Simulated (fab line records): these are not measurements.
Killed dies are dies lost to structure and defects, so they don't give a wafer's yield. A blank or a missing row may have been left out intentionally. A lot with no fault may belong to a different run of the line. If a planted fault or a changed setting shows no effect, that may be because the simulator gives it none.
fab line records | flow nand_harc
record: lots: 6 wafers: 18 last_day: 33
route steps=1302 shown A_DECK1_JOINT@544 A_ONON_D2@545 END@1302
lots untouched by any fault: they come from a run of this same line in which no faults occurred
start_h: the number of hours between the record's first day and the start of the first shown wafer of the lot | wait_h: hours since the lot's step before | " the same as in the row above | L1.1+2: one row covering several wafers at once | - no value, or no start was given | * or withheld: withheld | < > ~ a bound
route shown NAME@n: names a module that has steps shown in the file, with the first one's number in the route | usual: mean/standard deviation taken from wafers without a fault | same: alike in all rows | chamber/n: place in a boat | sites: the reading at each site | _std_site: the standard deviation of these | _edge_site: the outer-site mean with the inner-site mean subtracted | radius_mm: for every site, how far away it sits from the centre of the wafer | mask NAME#n: copy n | behind: the last tool/chamber to shape the wafer | hold: why the lot was held/for how many hours/how that ended | device: names the non-switching transistor (n, p or np) | end of line: the route-end tests of the same wafers | a step without rows: its recipe alone | killed: dies that structure and defects cost at the first sort, which is not the same as the wafer's yield | map: a wafer's dies, marking killed ones x, the rest . and places with no die _
set.NAME: the setting as run; set.NAME@STEP: as run at that earlier step | model.NAME: the simulator's own value behind a step, which no gauge read
certain route steps with their lots: each step a table, each wafer a row
services: the hour from which a tool's chamber was out of use, counted from the record's first day as start_h (under 0 if before that day), plus the number of hours and why
== steps ==
step: NHARC_A_DECK1_JOINT_INSPECT_05
usual: raw_defect_count: 320/100
columns lot.wafer tool chamber start_h wait_h raw_defect_count
L285.1 defect_inspect-01 - 340.32 0.0 234
L285.4 " - " " 189
L285.6 " - " " 212
L289.1 defect_inspect-01 - 394.22 0.0 268
L289.3 " - " " 366
L289.5 " - " " 368
L291.1 defect_inspect-01 - 419.31 0.0 396
L291.3 " - " " 282
L291.5 " - " " 510
L292.3 defect_inspect-02 - 424.78 0.0 519
L292.4 " - " " 408
L292.6 " - " " 348
L296.3 defect_inspect-01 - 449.85 0.0 269
L296.4 " - " " 211
L296.5 " - " " 229
L301.1 defect_inspect-01 - 508.48 0.0 543
L301.2 " - " " 398
L301.5 " - " " 539
step: NHARC_A_ONON_D2_DEP_00
recipe: target_thk_a: 10000 n2_flow_sccm: 2750 n2o_flow_sccm: 2000 nh3_flow_sccm: 500 sih4_flow_sccm: 210 temp_c: 400
step: NHARC_A_ONON_D2_THK_MEAS_02
recipe: thk_meas_gauge: ellipsometry
usual: thk_nm: 1001/11
columns lot.wafer tool chamber start_h wait_h thk_nm
L285.1 film_metro-01 - 340.92 - 1009
L285.4 " - " " 1011
L285.6 " - " " 1012
L289.1 film_metro-01 - 394.79 - 990
L289.3 " - " " 990
L289.5 " - " " 990
L291.1 film_metro-02 - 419.89 - 1005
L291.3 " - " " 1006
L291.5 " - " " 1005
L292.3 film_metro-02 - 425.35 - 998
L292.4 " - " " 996
L292.6 " - " " 997
L296.3 film_metro-01 - 450.43 - 989
L296.4 " - " " 988
L296.5 " - " " 989
L301.1 film_metro-01 - 509.06 - 991
L301.2 " - " " 990
L301.5 " - " " 989
step: NHARC_A_ONON_D2_DEP_03
recipe: target_thk_a: 10000 n2_flow_sccm: 2750 n2o_flow_sccm: 2000 nh3_flow_sccm: 500 sih4_flow_sccm: 210 temp_c: 400
step: NHARC_A_ONON_D2_THK_MEAS_05
recipe: thk_meas_gauge: ellipsometry
usual: thk_nm: 1001/12
columns lot.wafer tool chamber start_h wait_h thk_nm
L285.1 film_metro-01 - 341.49 - 1002
L285.4 " - " " 1002
L285.6 " - " " 1004
L289.1 film_metro-02 - 395.36 - 980
L289.3 " - " " 980
L289.5 " - " " 981
L291.1 film_metro-01 - 420.46 - 980
L291.3 " - " " 979
L291.5 " - " " 982
L292.3 film_metro-02 - 425.91 - 1021
L292.4 " - " " 1021
L292.6 " - " " 1022
L296.3 film_metro-02 - 451.00 - 1008
L296.4 " - " " 1010
L296.5 " - " " 1009
L301.1 film_metro-02 - 509.62 - 1005
L301.2 " - " " 1004
L301.5 " - " " 1005
step: NHARC_A_ONON_D2_DEP_06
recipe: target_thk_a: 10000 n2_flow_sccm: 2750 n2o_flow_sccm: 2000 nh3_flow_sccm: 500 sih4_flow_sccm: 210 temp_c: 400
step: NHARC_A_ONON_D2_THK_MEAS_08
recipe: thk_meas_gauge: ellipsometry
usual: thk_nm: 999/9.9
columns lot.wafer tool chamber start_h wait_h thk_nm
L285.1 film_metro-01 - 342.06 - 988
L285.4 " - " " 989
L285.6 " - " " 988
L289.1 film_metro-01 - 395.93 - 1016
L289.3 " - " " 1016
L289.5 " - " " 1016
L291.1 film_metro-01 - 421.03 - 999
L291.3 " - " " 999
L291.5 " - " " 997
L292.3 film_metro-02 - 426.48 - 1000
L292.4 " - " " 999
L292.6 " - " " 997
L296.3 film_metro-02 - 451.57 - 995
L296.4 " - " " 995
L296.5 " - " " 993
L301.1 film_metro-02 - 510.18 - 1008
L301.2 " - " " 1007
L301.5 " - " " 1006
step: NHARC_A_ONON_D2_DEP_09
recipe: target_thk_a: 10000 n2_flow_sccm: 2750 n2o_flow_sccm: 2000 nh3_flow_sccm: 500 sih4_flow_sccm: 210 temp_c: 400
step: NHARC_A_ONON_D2_THK_MEAS_11
recipe: thk_meas_gauge: ellipsometry
usual: thk_nm: 998/11
columns lot.wafer tool chamber start_h wait_h thk_nm
L285.1 film_metro-02 - 342.63 - 1020
L285.4 " - " " 1019
L285.6 " - " " 1018
L289.1 film_metro-02 - 396.50 - 1012
L289.3 " - " " 1010
L289.5 " - " " 1012
L291.1 film_metro-02 - 421.60 - 983
L291.3 " - " " 982
L291.5 " - " " 984
L292.3 film_metro-02 - 427.04 - 1007
L292.4 " - " " 1008
L292.6 " - " " 1008
L296.3 film_metro-01 - 452.16 - 1000
L296.4 " - " " 999
L296.5 " - " " 1000
L301.1 film_metro-02 - 510.74 - 995
L301.2 " - " " 994
L301.5 " - " " 994
step: NHARC_A_ONON_D2_DEP_12
recipe: target_thk_a: 10000 n2_flow_sccm: 2750 n2o_flow_sccm: 2000 nh3_flow_sccm: 500 sih4_flow_sccm: 210 temp_c: 400
step: NHARC_A_ONON_D2_THK_MEAS_14
recipe: thk_meas_gauge: ellipsometry
usual: thk_nm: 1001/10
columns lot.wafer tool chamber start_h wait_h thk_nm
L285.1 film_metro-01 - 343.20 - 996
L285.4 " - " " 995
L285.6 " - " " 997
L289.1 film_metro-02 - 397.07 - 992
L289.3 " - " " 993
L289.5 " - " " 994
L291.1 film_metro-01 - 422.16 - 1003
L291.3 " - " " 1004
L291.5 " - " " 1004
L292.3 film_metro-01 - 427.61 - 991
L292.4 " - " " 991
L292.6 " - " " 992
L296.3 film_metro-02 - 452.72 - 1014
L296.4 " - " " 1013
L296.5 " - " " 1012
L301.1 film_metro-01 - 511.31 - 988
L301.2 " - " " 990
L301.5 " - " " 988
step: NHARC_A_ONON_D2_ANNEAL_15
recipe: temp_c: 750 time_s: 3600
step: NHARC_A_ONON_D2_DEP_16
recipe: target_thk_a: 10000 n2_flow_sccm: 2750 n2o_flow_sccm: 2000 nh3_flow_sccm: 500 sih4_flow_sccm: 210 temp_c: 400
columns lot.wafer tool chamber start_h wait_h
L285.1+4+6 pecvd_onon-01 0 350.04 0.4
L289.1+3+5 pecvd_onon-03 0 403.50 0.4
L291.1+3+5 pecvd_onon-01 0 429.37 0.4
L292.3+4+6 pecvd_onon-01 0 434.96 0.5
L296.3+4+5 pecvd_onon-02 0 459.74 0.5
L301.1+2+5 pecvd_onon-02 0 516.65 0.4
step: NHARC_A_ONON_D2_THK_MEAS_18
recipe: thk_meas_gauge: ellipsometry
usual: thk_nm: 996/7.6
columns lot.wafer tool chamber start_h wait_h thk_nm
L285.1 film_metro-01 - 350.55 - 997
L285.4 " - " " 997
L285.6 " - " " 995
L289.1 film_metro-02 - 404.02 - 1000
L289.3 " - " " 1000
L289.5 " - " " 999
L291.1 film_metro-01 - 429.88 - 1112
L291.3 " - " " 1109
L291.5 " - " " 1110
L292.3 film_metro-01 - 435.36 - 1108
L292.4 " - " " 1107
L292.6 " - " " 1107
L296.3 film_metro-01 - 460.13 - 994
L296.4 " - " " 993
L296.5 " - " " 994
L301.1 film_metro-01 - 517.17 - 1003
L301.2 " - " " 1004
L301.5 " - " " 1007
step: NHARC_A_ONON_D2_DEP_19
recipe: target_thk_a: 10000 n2_flow_sccm: 2750 n2o_flow_sccm: 2000 nh3_flow_sccm: 500 sih4_flow_sccm: 210 temp_c: 400
step: NHARC_END_SORT_01
recipe: temp_c: 25
usual: killed_at_array: 51/18 killed_at_other: 1.0/1.2 killed_at_periphery: 3.7/2.9 killed_dies: 55/19 killed_open: 3.5/1.9 killed_short: 2.6/1.6
same: gross_dies: 677
columns lot.wafer tool chamber start_h wait_h killed_at_array killed_at_other killed_at_periphery killed_dies killed_open killed_short
L285.1 prober-02 0 636.71 2.5 63 0 7 70 1 4
L285.4 prober-02 0 639.11 3.4 70 0 0 70 2 1
L285.6 prober-02 0 640.72 4.0 71 0 2 73 6 1
L292.3 prober-02 0 710.54 3.1 665 0 12 677 2 1
L292.4 prober-02 0 711.34 3.4 666 1 10 677 5 1
L292.6 prober-02 0 712.93 4.0 669 1 7 677 3 2
L291.1 prober-01 0 716.53 2.5 668 3 6 677 3 4
L291.3 prober-01 0 718.18 3.1 664 3 10 677 2 4
L291.5 prober-01 0 719.82 3.8 664 4 9 677 1 0
L296.3 prober-01 0 749.17 3.1 49 0 3 52 1 6
L296.4 prober-01 0 749.97 3.4 50 1 11 62 3 2
killed by level:class
L285.1 A_CHANNEL_HOLE_D1:chamber_film_flake=34 A_SLIT:chamber_film_flake=10 A_CHANNEL_HOLE_D2:chamber_film_flake=9 P_ZERO_WELL:chamber_film_flake=3 A_M0:chamber_film_flake=3 P_CONTACT:geometric_particle:short=2 A_STAIRCASE:chamber_film_flake=2 P_M1:geometric_particle:open=1
L285.4 A_CHANNEL_HOLE_D1:chamber_film_flake=27 A_SLIT:chamber_film_flake=27 A_CHANNEL_HOLE_D2:chamber_film_flake=4 A_DECK1_JOINT:chamber_film_flake=3 A_STAIRCASE:chamber_film_flake=2 A_CONTACT:chamber_film_flake=2 A_ONON_D2:geometric_particle:open=1 A_CHANNEL_HOLE_D2:geometric_particle:open=1
L285.6 A_CHANNEL_HOLE_D1:chamber_film_flake=32 A_CHANNEL_HOLE_D2:chamber_film_flake=16 A_SLIT:chamber_film_flake=10 A_DECK1_JOINT:chamber_film_flake=3 A_CHANNEL_FILL_D2:geometric_particle:open=2 A_ONON_D1:geometric_particle:open=1 A_CHANNEL_FILL_D1:geometric_particle:open=1 A_SGD_CUT:geometric_particle:open=1
L292.3 A_ONON_D2:area_dep=615 A_CHANNEL_HOLE_D2:chamber_film_flake=24 A_SLIT:chamber_film_flake=10 A_STAIRCASE:chamber_film_flake=6 P_BONDPAD:chamber_film_flake=5 A_CHANNEL_HOLE_D1:chamber_film_flake=5 P_CONTACT:chamber_film_flake=4 P_GATE:chamber_film_flake=3
L292.4 A_ONON_D2:area_dep=615 A_SLIT:chamber_film_flake=27 A_CHANNEL_HOLE_D2:chamber_film_flake=8 A_STAIRCASE:chamber_film_flake=5 P_BONDPAD:chamber_film_flake=4 P_CONTACT:chamber_film_flake=3 P_GATE:chamber_film_flake=2 A_WL_FILL:chamber_film_flake=2
L292.6 A_ONON_D2:area_dep=615 A_SLIT:chamber_film_flake=34 A_CHANNEL_HOLE_D2:chamber_film_flake=7 P_CONTACT:chamber_film_flake=4 A_STAIRCASE:chamber_film_flake=4 A_CHANNEL_HOLE_D1:chamber_film_flake=3 P_BONDPAD:chamber_film_flake=2 A_WL_FILL:chamber_film_flake=2
L291.1 A_ONON_D2:area_dep=598 A_CHANNEL_HOLE_D1:chamber_film_flake=35 A_CONTACT:chamber_film_flake=11 P_GATE:chamber_film_flake=5 A_STAIRCASE:chamber_film_flake=5 A_CHANNEL_FILL_D1:chamber_film_flake=4 A_DECK1_JOINT:chamber_film_flake=4 THIN_TSV:chamber_film_flake=3
L291.3 A_ONON_D2:area_dep=609 A_CHANNEL_HOLE_D1:chamber_film_flake=31 P_GATE:chamber_film_flake=9 A_STAIRCASE:chamber_film_flake=5 A_WL_FILL:chamber_film_flake=4 A_CONTACT:chamber_film_flake=4 A_CHANNEL_FILL_D1:chamber_film_flake=3 A_SLIT:chamber_film_flake=2
L291.5 A_ONON_D2:area_dep=626 A_CHANNEL_HOLE_D1:chamber_film_flake=21 A_CONTACT:chamber_film_flake=9 P_GATE:chamber_film_flake=6 THIN_TSV:chamber_film_flake=4 A_SLIT:chamber_film_flake=3 P_ZERO_WELL:chamber_film_flake=2 A_STAIRCASE:chamber_film_flake=2
L296.3 A_CHANNEL_HOLE_D1:chamber_film_flake=29 A_SLIT:chamber_film_flake=5 A_CONTACT:chamber_film_flake=5 A_ONON_D2:geometric_particle:short=2 A_WL_FILL:chamber_film_flake=2 P_CONTACT:geometric_particle:short=1 A_CHANNEL_FILL_D1:geometric_particle:open=1 A_DECK1_JOINT:geometric_particle:short=1
L296.4 A_CHANNEL_HOLE_D1:chamber_film_flake=36 P_M1:chamber_film_flake=8 A_SLIT:chamber_film_flake=5 A_CONTACT:chamber_film_flake=3 A_CHANNEL_FILL_D2:geometric_particle:open=2 A_WL_FILL:chamber_film_flake=2 P_CONTACT:geometric_particle:open=1 A_CHANNEL_FILL_D1:geometric_particle:short=1
map L291.1 (x killed, . not)
____________x____________
_________xxxxxxx_________
_______xxxxxxxxxxx_______
______xxxxxxxxxxxxx______
_____xxxxxxxxxxxxxxx_____
____xxxxxxxxxxxxxxxxx____
____xxxxxxxxxxxxxxxxx____
___xxxxxxxxxxxxxxxxxxx___
___xxxxxxxxxxxxxxxxxxx___
__xxxxxxxxxxxxxxxxxxxxx__
__xxxxxxxxxxxxxxxxxxxxx__
_xxxxxxxxxxxxxxxxxxxxxxx_
_xxxxxxxxxxxxxxxxxxxxxxx_
_xxxxxxxxxxxxxxxxxxxxxxx_
_xxxxxxxxxxxxxxxxxxxxxxx_
_xxxxxxxxxxxxxxxxxxxxxxx_
xxxxxxxxxxxxxxxxxxxxxxxxx
xxxxxxxxxxxxxxxxxxxxxxxxx
xxxxxxxxxxxxxxxxxxxxxxxxx
xxxxxxxxxxxxxxxxxxxxxxxxx
xxxxxxxxxxxxxxxxxxxxxxxxx
_xxxxxxxxxxxxxxxxxxxxxxx_
_xxxxxxxxxxxxxxxxxxxxxxx_
_xxxxxxxxxxxxxxxxxxxxxxx_
_xxxxxxxxxxxxxxxxxxxxxxx_
_xxxxxxxxxxxxxxxxxxxxxxx_
__xxxxxxxxxxxxxxxxxxxxx__
__xxxxxxxxxxxxxxxxxxxxx__
___xxxxxxxxxxxxxxxxxxx___
___xxxxxxxxxxxxxxxxxxx___
____xxxxxxxxxxxxxxxxx____
____xxxxxxxxxxxxxxxxx____
_____xxxxxxxxxxxxxxx_____
______xxxxxxxxxxxxx______
_______xxxxxxxxxxx_______
_________xxxxxxx_________
____________x____________
map L292.3 (x killed, . not)
____________x____________
_________xxxxxxx_________
_______xxxxxxxxxxx_______
______xxxxxxxxxxxxx______
_____xxxxxxxxxxxxxxx_____
____xxxxxxxxxxxxxxxxx____
____xxxxxxxxxxxxxxxxx____
___xxxxxxxxxxxxxxxxxxx___
___xxxxxxxxxxxxxxxxxxx___
__xxxxxxxxxxxxxxxxxxxxx__
__xxxxxxxxxxxxxxxxxxxxx__
_xxxxxxxxxxxxxxxxxxxxxxx_
_xxxxxxxxxxxxxxxxxxxxxxx_
_xxxxxxxxxxxxxxxxxxxxxxx_
_xxxxxxxxxxxxxxxxxxxxxxx_
_xxxxxxxxxxxxxxxxxxxxxxx_
xxxxxxxxxxxxxxxxxxxxxxxxx
xxxxxxxxxxxxxxxxxxxxxxxxx
xxxxxxxxxxxxxxxxxxxxxxxxx
xxxxxxxxxxxxxxxxxxxxxxxxx
xxxxxxxxxxxxxxxxxxxxxxxxx
_xxxxxxxxxxxxxxxxxxxxxxx_
_xxxxxxxxxxxxxxxxxxxxxxx_
_xxxxxxxxxxxxxxxxxxxxxxx_
_xxxxxxxxxxxxxxxxxxxxxxx_
_xxxxxxxxxxxxxxxxxxxxxxx_
__xxxxxxxxxxxxxxxxxxxxx__
__xxxxxxxxxxxxxxxxxxxxx__
___xxxxxxxxxxxxxxxxxxx___
___xxxxxxxxxxxxxxxxxxx___
____xxxxxxxxxxxxxxxxx____
____xxxxxxxxxxxxxxxxx____
_____xxxxxxxxxxxxxxx_____
______xxxxxxxxxxxxx______
_______xxxxxxxxxxx_______
_________xxxxxxx_________
____________x____________
== services ==
columns tool chamber start_h hours kind
pecvd_onon-02 - 366.59 13.0 pm
pecvd_onon-03 - 408.24 13.0 pm
pecvd_onon-01 - 450.33 13.0 pm
== key ==
first_sign: step: NHARC_A_ONON_D2_THK_MEAS_18 reading: thk_nm direction: up sigmas: 15 usual: 996 struck: 1109
effect: step: NHARC_END_SORT_01 reading: killed_at_array direction: up sigmas: 34 usual: 51 struck: 666
more_kills_born_at: NHARC_A_ONON_D2_DEP_16@pecvd_onon-01: 3678
met_at NHARC_A_ONON_D2_DEP_16
struck_wafers L291.1,L291.3,L291.5,L292.3,L292.4,L292.6
later_rows_left_out L291.1,L291.3,L291.5,L292.3,L292.4,L292.6
tester_left_out L291,L292
onset_between 350.04 429.37
fault: kind: process_parameter_drift tool: pecvd_onon-01 chamber: - onset_h: 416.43 steps: NHARC_A_ONON_D2_DEP_16 channel: target_thk_a offset: * shape: step end_h: 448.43 acts_in: * stated: *
tester_left_out: of these lots the tester's yield and bins aren't shown, on N5 and GAA mostly nor the transistor test; their killed dies are dies lost to structure and defects alone, not to doping, threshold or leakage, so they don't give the yield
later_rows_left_out: the simulator's readings of these wafers behind a module that went badly wrong aren't trusted and aren't shown, but for the sort
